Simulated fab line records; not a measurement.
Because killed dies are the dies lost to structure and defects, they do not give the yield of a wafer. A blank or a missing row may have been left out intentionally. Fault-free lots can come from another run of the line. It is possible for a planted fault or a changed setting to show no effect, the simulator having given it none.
Split-lot experiment -- flow n5_finfet -- 7 lots, 39 wafers read, on a route of 1938 steps

## ABOUT THE SPLIT
At N5_BEOL_M12_ILD_DEP_00 (deposits SiOC from DEMS/O2, target thk 658.92 nm, time 130.7 s), the setting target_thk_a was moved away from the recipe's 6589.2 angstrom on 12 of the 39 wafers read, by -54.8% to +33.8%. This setting was run at the recipe's value on the other wafers.

## FROM THE SPLIT TO THE READING: what the file shows between them, 6 steps
- N5_BEOL_M12_THK_MEAS_01
- N5_BEOL_M12_COAT_58: time 60 s, resist thk 89 nm
- N5_BEOL_M12_COAT_04: resist thk 400 nm
- N5_BEOL_M12_DESCUM_15: chemistry O2, time 7.9 s
- N5_BEOL_M12_ETCH_59: etches BARC in N2/H2, target depth 89 nm, overetch 26.7 nm, time 67.9 s
- N5_BEOL_M12_VIA_ETCH_16: etches SiOC in C4F8/O2/Ar, target depth 724.8 nm

## THE READING
oes_product_au, in a.u., at N5_BEOL_M12_STRIP_63 (strips in N2/H2). A value of 0.692 a.u. with a standard deviation of 0.0043 a.u. is what fault-free wafers of this fab line usually give.

wafer,"tool, chamber at the split","target_thk_a as run, angstrom",against the recipe,"oes_product_au, a.u.",against lot-mates on the recipe
L077.1,"pecvd-02, 2",2980,-54.8%,0.865,+0.171
L077.2,"pecvd-02, 0",6589.2,recipe,0.697,-
L077.3,"pecvd-02, 1",6589.2,recipe,0.691,-
L077.4,"pecvd-02, 1",2980,-54.8%,0.857,+0.163
L077.5,"pecvd-02, 0",2980,-54.8%,0.849,+0.155
L077.6,"pecvd-02, 2",6589.2,recipe,0.694,-
L082.1,"pecvd-02, 0",8815,+33.8%,0.672,-0.022
L082.2,"pecvd-02, 1",6589.2,recipe,0.699,-
L082.3,"pecvd-02, 2",8815,+33.8%,0.667,-0.027
L082.4,"pecvd-02, 1",8815,+33.8%,0.673,-0.021
L082.5,"pecvd-02, 2",6589.2,recipe,0.695,-
L082.6,"pecvd-02, 0",6589.2,recipe,0.687,-
L088.1,"pecvd-03, 1",6589.2,recipe,0.688,-
L088.2,"pecvd-03, 2",8502,+29.0%,0.674,-0.017
L088.3,"pecvd-03, 0",6589.2,recipe,0.694,-
L088.4,"pecvd-03, 2",6589.2,recipe,0.691,-
L088.5,"pecvd-03, 1",8502,+29.0%,0.671,-0.020
L088.6,"pecvd-03, 0",8502,+29.0%,0.677,-0.014
L087.1,"pecvd-01, 1",6589.2,recipe,0.692,-
L087.2,"pecvd-01, 2",4397,-33.3%,0.746,+0.057
L087.3,"pecvd-01, 0",4397,-33.3%,0.736,+0.047
L087.4,"pecvd-01, 2",6589.2,recipe,0.686,-
L087.5,"pecvd-01, 1",4397,-33.3%,0.745,+0.056
L087.6,"pecvd-01, 0",6589.2,recipe,0.688,-
L089.1,"pecvd-03, 1",6589.2,recipe,0.693,-
L089.2,"pecvd-03, 0",6589.2,recipe,0.694,-
L089.4,"pecvd-03, 0",6589.2,recipe,0.686,-
L090.1,"pecvd-01, 0",6589.2,recipe,0.688,-
L090.2,"pecvd-01, 1",6589.2,recipe,0.703,-
L090.3,"pecvd-01, 2",6589.2,recipe,0.691,-
L090.4,"pecvd-01, 1",6589.2,recipe,0.699,-
L090.5,"pecvd-01, 0",6589.2,recipe,0.695,-
L090.6,"pecvd-01, 2",6589.2,recipe,0.692,-
L092.1,"pecvd-02, 2",6589.2,recipe,0.688,-
L092.2,"pecvd-02, 0",6589.2,recipe,0.691,-
L092.3,"pecvd-02, 1",6589.2,recipe,0.692,-
L092.4,"pecvd-02, 2",6589.2,recipe,0.691,-
L092.5,"pecvd-02, 1",6589.2,recipe,0.702,-
L092.6,"pecvd-02, 0",6589.2,recipe,0.698,-

THE FIT
A straight line over all 39 wafers: oes_product_au changes by -0.00192 a.u. for each +1% of target_thk_a; r = -0.89; the points scatter about the line by 0.022 a.u.
The same after taking each lot's own level away (the mean of its wafers on the recipe; 39 wafers): -0.00193 a.u. for each +1%; r = -0.89; scatter 0.021 a.u.
That fit puts the effect of the largest move of target_thk_a on the reading at 0.11 a.u.
Measured against the standard deviation above, the lots' own levels, which go from 0.6887 to 0.6947 a.u., span 1.4 times it.
Consequently the slope shifts little with the lot-to-lot level, the two slopes agreeing.
Check: with one of the wafers moved furthest among these (-54.8%) left out of the fit, the line predicts +0.103 a.u. for it against its lot-mates. Against them it came out at +0.171 a.u.

## THE WHOLE CHAIN: every reading that the file lists as answering this split, in the file's order
step,what it does,reading,change (the file's fit),r (the file's)
N5_BEOL_M12_ILD_DEP_00,"deposits SiOC from DEMS/O2, target thk 658.92 nm, time 130.7 s","SiOC_of_BEOL_M12_ILD_DEP_00.thk_nm (the simulator's own value, which no gauge read)",+6.5 nm for each +1% of the setting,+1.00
N5_BEOL_M12_THK_MEAS_01,,M12_ILD_THK,+6.5 for each +1% of the setting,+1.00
N5_BEOL_M12_VIA_ETCH_16,"etches SiOC in C4F8/O2/Ar, target depth 724.8 nm","etch.depth_nm (the simulator's own value, which no gauge read)",+6.51 nm for each +1% of the setting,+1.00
N5_BEOL_M12_VIA_ETCH_16,"etches SiOC in C4F8/O2/Ar, target depth 724.8 nm","coat_of_BEOL_M12_COAT_04.thk_nm (the simulator's own value, which no gauge read)",-1.95 nm for each +1% of the setting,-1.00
N5_BEOL_M12_STRIP_63,strips in N2/H2,oes_product_au,-0.00197 a.u. for each +1% of the setting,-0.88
N5_BEOL_M12_STRIP_63,strips in N2/H2,strip_time_to_endpoint_s,withheld for each +1% of the setting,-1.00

## FILE'S OWN FIT
oes_product_au changes by -0.00197 a.u. for each +1% of target_thk_a, r = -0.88.
